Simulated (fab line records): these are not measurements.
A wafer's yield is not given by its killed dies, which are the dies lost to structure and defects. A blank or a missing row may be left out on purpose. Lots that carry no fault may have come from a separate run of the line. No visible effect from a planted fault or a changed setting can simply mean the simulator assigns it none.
Split-lot trial	flow n5Finfet	7 lots, 39 wafers read, on a route of 1938 steps

== ON THE SPLIT ==
At N5_BEOL_M1_TRENCH_ETCH_37 (etches SiOC in C4F6/O2, target depth 55.207 nm, time 29 s), the setting timeS was moved away from the recipe's 29 s on 12 of the 39 wafers read, by -28.0% to +29.3%. This setting was run at the recipe's value on the other wafers.

== FROM THE SPLIT TO THE READING: what the file shows between them, 2 steps ==
- N5_BEOL_M1_ETCH_41: etches SiCN in CH3F/O2, target depth 31.9 nm, time 57.8 s
- N5_BEOL_M1_STRIP_97: strips in N2/H2, time 10 s

== THE READING ==
trenchDepthNm, in nm, at N5_BEOL_M1_OCD_MEAS_38. On this fab line, fault-free wafers typically give 55.0 nm with a standard deviation of 0.81 nm.

wafer	tool, chamber at the split	timeS as run, s	against the recipe	trenchDepthNm, nm	against lot-mates on the recipe
L075.1	rieDiel-01, 2	29	recipe	56.4	-
L075.2	rieDiel-01, 0	22.87	-21.1%	44.9	-11.0
L075.3	rieDiel-01, 1	22.87	-21.1%	43.0	-12.9
L075.4	rieDiel-01, 3	22.87	-21.1%	43.5	-12.4
L075.5	rieDiel-01, 3	29	recipe	54.9	-
L075.6	rieDiel-01, 0	29	recipe	56.5	-
L077.1	rieDiel-04, 2	29	recipe	55.7	-
L077.2	rieDiel-04, 3	29	recipe	56.0	-
L077.4	rieDiel-04, 0	29	recipe	54.8	-
L083.1	rieDiel-01, 3	29	recipe	54.9	-
L083.2	rieDiel-01, 2	29	recipe	56.3	-
L083.3	rieDiel-01, 1	29	recipe	54.7	-
L083.4	rieDiel-01, 2	29	recipe	56.3	-
L083.5	rieDiel-01, 1	29	recipe	55.3	-
L083.6	rieDiel-01, 3	29	recipe	54.4	-
L086.1	rieDiel-03, 1	29	recipe	55.3	-
L086.2	rieDiel-03, 2	29	recipe	54.2	-
L086.3	rieDiel-03, 0	29	recipe	54.8	-
L086.4	rieDiel-03, 3	29	recipe	54.8	-
L086.5	rieDiel-03, 0	29	recipe	54.8	-
L086.6	rieDiel-03, 3	29	recipe	55.0	-
L090.1	rieDiel-03, 1	29	recipe	55.5	-
L090.2	rieDiel-03, 2	29	recipe	54.3	-
L090.3	rieDiel-03, 3	29	recipe	54.5	-
L090.4	rieDiel-03, 0	37.5	+29.3%	69.8	+15.0
L090.5	rieDiel-03, 2	37.5	+29.3%	70.7	+15.9
L090.6	rieDiel-03, 1	37.5	+29.3%	71.5	+16.7
L092.1	rieDiel-03, 3	29	recipe	54.2	-
L092.2	rieDiel-03, 0	29	recipe	54.0	-
L092.3	rieDiel-03, 1	20.88	-28.0%	40.1	-14.2
L092.4	rieDiel-03, 2	29	recipe	54.6	-
L092.5	rieDiel-03, 1	20.88	-28.0%	39.7	-14.6
L092.6	rieDiel-03, 2	20.88	-28.0%	39.3	-15.0
L095.1	rieDiel-04, 3	29	recipe	55.1	-
L095.2	rieDiel-04, 2	22.12	-23.7%	41.7	-13.0
L095.3	rieDiel-04, 0	29	recipe	55.1	-
L095.4	rieDiel-04, 1	29	recipe	54.0	-
L095.5	rieDiel-04, 1	22.12	-23.7%	41.0	-13.7
L095.6	rieDiel-04, 2	22.12	-23.7%	41.6	-13.1

FIT RESULTS
A straight line over all 39 wafers: trenchDepthNm changes by +0.545 nm for each +1% of timeS; r = +1.00; the points scatter about the line by 0.74 nm.
The same after taking each lot's own level away (the mean of its wafers on the recipe; 39 wafers): +0.545 nm for each +1%; r = +1.00; scatter 0.64 nm.
According to that fit, moving timeS by its largest amount changes the reading by 16 nm.
The lots' own levels span 54.27 to 55.93 nm, that is 2.1 times the standard deviation above.
The two slopes are in agreement: the lot-to-lot level therefore moves the slope only a little.
Check: with one of the wafers moved furthest among these (+29.3%) left out of the fit, the line predicts +16.1 nm for it against its lot-mates. It came out at +15 nm against them.

== OTHER SPLITS APPLIED TO THESE WAFERS ==
These wafers also went through other splits before the reading. Each is held against what the fit with the lots' levels taken away leaves over:
other split on the same wafers	wafers away from the commonest value	r with trenchDepthNm (lot level and that fit taken away)
N5_STI_FIN_REVEAL_ETCHBACK_08 targetDepthA	12	+0.09
N5_DUMMY_GATE_HM_DEP_06 timeS	30	-0.09
N5_MOL_CONTACT_COAG_ETCHBACK_135 timeS	15	-0.34

== THE WHOLE CHAIN: every reading that the file lists as answering this split, in the file's order ==
step	what it does	reading	change (the file's fit)	r (the file's)
N5_BEOL_M1_TRENCH_ETCH_37	etches SiOC in C4F6/O2, target depth 55.207 nm, time 29 s	BEOL_M1.featureDepthNm (the simulator's own value, which no gauge read)	+0.544 nm for each +1% of the setting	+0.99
N5_BEOL_M1_TRENCH_ETCH_37	etches SiOC in C4F6/O2, target depth 55.207 nm, time 29 s	etch.depthNm (the simulator's own value, which no gauge read)	+0.545 nm for each +1% of the setting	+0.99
N5_BEOL_M1_TRENCH_ETCH_37	etches SiOC in C4F6/O2, target depth 55.207 nm, time 29 s	TiN_of_BEOL_M1_HM_DEP_02.thkNm (the simulator's own value, which no gauge read)	-0.0223 nm for each +1% of the setting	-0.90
N5_BEOL_M1_OCD_MEAS_38		trenchDepthNm	+0.545 nm for each +1% of the setting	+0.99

== THE FILE'S OWN FIT ==
trenchDepthNm changes by +0.545 nm for each +1% of timeS, r = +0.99.
